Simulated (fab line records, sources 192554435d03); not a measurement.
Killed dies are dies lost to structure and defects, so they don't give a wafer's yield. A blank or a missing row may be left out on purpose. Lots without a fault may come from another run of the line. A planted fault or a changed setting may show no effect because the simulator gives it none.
Which tool did it? | flow n5_finfet | 9 lots, 27 wafers sampled, at 6 steps of a route of 1938

WHAT THE GAUGES READ, wafer by wafer
N5_FIN_SAQP_THK_MEAS_07.
lot  | measured    | on            | thk_nm (nm)
L783 | day 1 21:07 | film_metro-01 | 60.7 62.1 61.4
L784 | day 2 04:52 | film_metro-01 | 60.1 60.9 59.9
L787 | day 2 22:45 | film_metro-01 | 60.5 59.6 61.4
L789 | day 3 10:01 | film_metro-01 | 61.0 60.9 60.5
L792 | day 4 03:22 | film_metro-01 | 59.7 59.8 60.4
L799 | day 5 21:13 | film_metro-02 | 59.8 60.7 61.1
L801 | day 6 08:50 | film_metro-01 | 60.6 61.5 60.8
L803 | day 6 21:47 | film_metro-02 | 61.6 60.8 60.5
L806 | day 7 15:09 | film_metro-02 | 60.4 60.1 61.6

N5_FIN_SAQP_CD_MEAS_16: target cd 35.6 nm.
lot  | measured    | on        | cd_nm (nm)
L783 | day 1 21:37 | cd_sem-01 | 35.2 35.9 35.2
L784 | day 2 05:13 | cd_sem-03 | 35.5 35.5 36.0
L787 | day 2 23:07 | cd_sem-03 | 35.2 35.5 35.7
L789 | day 3 10:22 | cd_sem-02 | 33.0 33.0 32.9
L792 | day 4 04:34 | cd_sem-01 | 34.0 34.4 34.0
L799 | day 5 21:43 | cd_sem-03 | 35.9 36.0 35.8
L801 | day 6 09:19 | cd_sem-02 | 35.4 35.6 35.1
L803 | day 6 22:09 | cd_sem-03 | 35.5 36.3 35.3
L806 | day 7 15:38 | cd_sem-01 | 35.7 35.9 35.6

N5_BEOL_M4_RC_MEAS_101.
lot  | measured     | on        | DIBL_N (mV/V)  | DIBL_P (mV/V)  | IOFF_N (nA/um)    | IOFF_P (nA/um) | ION_N (uA/um) | ION_P (uA/um) | SS_N (mV/dec)  | SS_P (mV/dec)  | VT_N (mV)         | VT_P (mV)
L783 | day 7 22:14  | prober-01 | 33.2 34.0 32.9 | 33.2 35.0 32.9 | 0.118 0.134 0.122 | 0.19 0.22 0.19 | 664 661 661   | 460 466 459   | 70.7 71.5 71.3 | 72.6 73.1 72.2 | 253.6 251.4 250.9 | -248 -249 -250
L784 | day 8 03:34  | prober-01 | 37.4 34.4 35.2 | 38.9 35.6 35.5 | 0.206 0.145 0.154 | 0.25 0.19 0.19 | 692 676 664   | 463 462 451   | 72.8 71.5 71.9 | 74.3 73.1 72.6 | 244.1 248.1 248.0 | -251 -254 -255
L787 | day 8 17:10  | prober-02 | 37.9 36.6 39.2 | 37.4 35.8 38.7 | 0.156 0.136 0.189 | 0.19 0.18 0.24 | 664 662 678   | 448 451 458   | 71.6 71.7 72.0 | 73.6 73.1 73.8 | 252.5 253.1 248.9 | -253 -254 -251
L789 | day 9 06:56  | prober-02 | 36.3 36.4 36.9 | 36.8 36.8 38.2 | 0.176 0.164 0.171 | 0.18 0.18 0.22 | 673 676 683   | 447 449 455   | 72.0 72.0 72.6 | 73.6 73.6 73.5 | 248.2 250.7 250.2 | -254 -252 -252
L792 | day 10 04:53 | prober-02 | 35.7 33.3 36.9 | 35.6 33.7 36.3 | 0.161 0.131 0.187 | 0.20 0.17 0.21 | 671 672 679   | 455 459 455   | 71.8 70.0 71.9 | 72.6 72.1 73.8 | 251.7 255.0 249.4 | -250 -253 -249
L799 | day 11 15:35 | prober-02 | 36.1 35.4 37.2 | 36.2 35.9 38.5 | 0.161 0.151 0.198 | 0.22 0.22 0.26 | 682 681 694   | 473 466 471   | 72.0 71.7 71.3 | 72.8 73.7 72.9 | 248.9 250.4 244.0 | -245 -246 -246
L801 | day 12 17:29 | prober-01 | 35.4 38.7 39.3 | 35.2 38.5 38.7 | 0.131 0.195 0.200 | 0.18 0.23 0.23 | 675 679 686   | 462 463 466   | 70.7 71.5 71.9 | 72.7 74.0 74.1 | 249.4 246.7 248.2 | -251 -249 -246
L803 | day 13 17:08 | prober-01 | 34.9 35.7 36.4 | 34.5 36.9 37.7 | 0.122 0.148 0.163 | 0.17 0.21 0.21 | 666 683 683   | 455 467 465   | 71.1 70.8 71.6 | 73.3 73.6 73.8 | 253.6 250.6 250.1 | -252 -250 -251
L806 | day 14 16:55 | prober-02 | 34.9 40.0 37.2 | 33.0 39.2 35.1 | 0.124 0.210 0.147 | 0.19 0.30 0.23 | 667 684 675   | 465 473 478   | 70.6 71.4 70.6 | 72.9 75.1 73.6 | 250.1 246.3 249.8 | -249 -246 -248

WHICH TOOL RAN EACH LOT (tool, then ch and the chambers of the sampled wafers, then the start)
lot  | N5_PMOS_HMC_CHANNEL_EPI_STRIP_33  | N5_PMOS_HMC_CHANNEL_EPI_ETCH_38 | N5_FIN_SAQP_PEB_14
L783 | rie_diel-05 ch 0,1,2, day 1 17:17 | rie_si-04 ch 0,1,2, day 1 17:35 | litho_track-01 ch 0, day 1 21:32
L784 | rie_diel-02 ch 1,3, day 1 23:13   | rie_si-06 ch 0,2,3, day 1 23:31 | litho_track-03 ch 0, day 2 05:09
L787 | rie_diel-02 ch 0,2,3, day 2 17:35 | rie_si-01 ch 0,1,2, day 2 17:55 | litho_track-01 ch 0, day 2 23:03
L789 | rie_diel-02 ch 0,2, day 3 06:29   | rie_si-01 ch 1,2,3, day 3 06:47 | litho_track-01 ch 0, day 3 10:18
L792 | rie_diel-05 ch 1,2,3, day 3 23:47 | rie_si-06 ch 0,1,2, day 4 00:06 | litho_track-01 ch 0, day 4 04:29
L799 | rie_diel-04 ch 0,1,2, day 5 17:38 | rie_si-06 ch 1,2, day 5 17:58   | litho_track-03 ch 0, day 5 21:39
L801 | rie_diel-02 ch 0,1,2, day 6 05:19 | rie_si-01 ch 0,1, day 6 05:37   | litho_track-03 ch 0, day 6 09:15
L803 | rie_diel-04 ch 0,1,3, day 6 17:49 | rie_si-01 ch 2,3, day 6 18:20   | litho_track-05 ch 0, day 6 22:04
L806 | rie_diel-02 ch 0,1, day 7 11:39   | rie_si-04 ch 1,2, day 7 11:57   | litho_track-03 ch 0, day 7 15:34
- N5_PMOS_HMC_CHANNEL_EPI_STRIP_33: strips in N2/H2.
- N5_PMOS_HMC_CHANNEL_EPI_ETCH_38: etches SiO2 in CF4, target depth 1.5 nm.
- N5_FIN_SAQP_PEB_14: peb time 60 s.

WHAT THE TOOLS THEMSELVES READ (means of the sampled wafers that have a number; where no wafer has one, the mark that the record gives instead)
N5_PMOS_HMC_CHANNEL_EPI_STRIP_33.
lot  | tool        | drypump_motor_current_A (A) | oes_product_au (a.u.) | rf_vpp_V (V) | showerhead_plenum_p_Torr (Torr) | throttle_valve_pct (%)
L783 | rie_diel-05 | 5.6                         | 0.79                  | 53.2         | 3.39                            | 19.6
L784 | rie_diel-02 | 5.8                         | 0.68                  | 54.7         | 3.28                            | 19.1
L787 | rie_diel-02 | 5.6                         | 0.79                  | 53.7         | 3.38                            | 18.9
L789 | rie_diel-02 | 5.7                         | 0.81                  | 52.4         | 3.49                            | 18.9
L792 | rie_diel-05 | 5.8                         | 0.79                  | 53.6         | 3.29                            | 19.2
L799 | rie_diel-04 | 5.2                         | 0.73                  | 54.0         | 3.47                            | 18.9
L801 | rie_diel-02 | 5.8                         | 0.83                  | 55.6         | 3.45                            | 19.0
L803 | rie_diel-04 | 5.3                         | 0.73                  | 54.6         | 3.44                            | 19.0
L806 | rie_diel-02 | 5.9                         | 0.86                  | 54.4         | 3.41                            | 19.2

N5_PMOS_HMC_CHANNEL_EPI_ETCH_38.
lot  | tool      | drypump_motor_current_A (A) | oes_product_au (a.u.) | throttle_valve_pct (%)
L783 | rie_si-04 | 5.9                         | 1.019                 | 21.77
L784 | rie_si-06 | 5.9                         | 0.988                 | 21.74
L787 | rie_si-01 | 6.2                         | 1.026                 | 21.67
L789 | rie_si-01 | 6.0                         | 0.996                 | 21.76
L792 | rie_si-06 | 6.0                         | 0.982                 | 21.55
L799 | rie_si-06 | 5.8                         | 0.994                 | 21.62
L801 | rie_si-01 | 6.2                         | 1.031                 | 21.55
L803 | rie_si-01 | 5.8                         | 0.987                 | 21.65
L806 | rie_si-04 | 5.9                         | 1.031                 | 21.82

THE ANSWER, worked out from the rows above alone
Rule: what is usual is taken from the lots themselves. Put in order of their means at a reading, lots are off if they are a third of the lots or fewer, leave a main group of 4 or more, and stand apart from it by a gap of 3 or more times the standard deviation of the main group's means; of several such gaps the widest counts. A main group whose means are all the same, to the digits that the tables above print for the reading, isn't used. A lot without any number at a reading at which 4 lots or more have one is off too. The other lots that the step has rows for count as sound. The gauges are gone through in route order, then the tools' own readings, and for those a lot's mean is taken as printed above. The first step at which some lot is off is used, and at that step the reading that is off furthest; a lot without a number counts as furthest.
Off: L789, L792, at N5_FIN_SAQP_CD_MEAS_16 (cd_nm). The main group: mean 35.6 nm, standard deviation 0.18.
A tool fits if, at a process step before that reading, it ran every lot that is off, and no sound lot after the first of them. The gauges at N5_FIN_SAQP_CD_MEAS_16 are tried like those tools. One fits: litho_track-01 at N5_FIN_SAQP_PEB_14. Its last sound lot is L787 (day 2 23:03), its first lot that is off L789 (day 3 10:18): a fault that began between those two fits.

WHAT THE SIMULATOR HAD PUT IN
Process parameter drift: litho_track-01, from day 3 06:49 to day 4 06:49, at N5_FIN_SAQP_PEB_14. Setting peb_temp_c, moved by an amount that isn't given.
Lots struck among those shown: L789, L792. The rule above found the same.
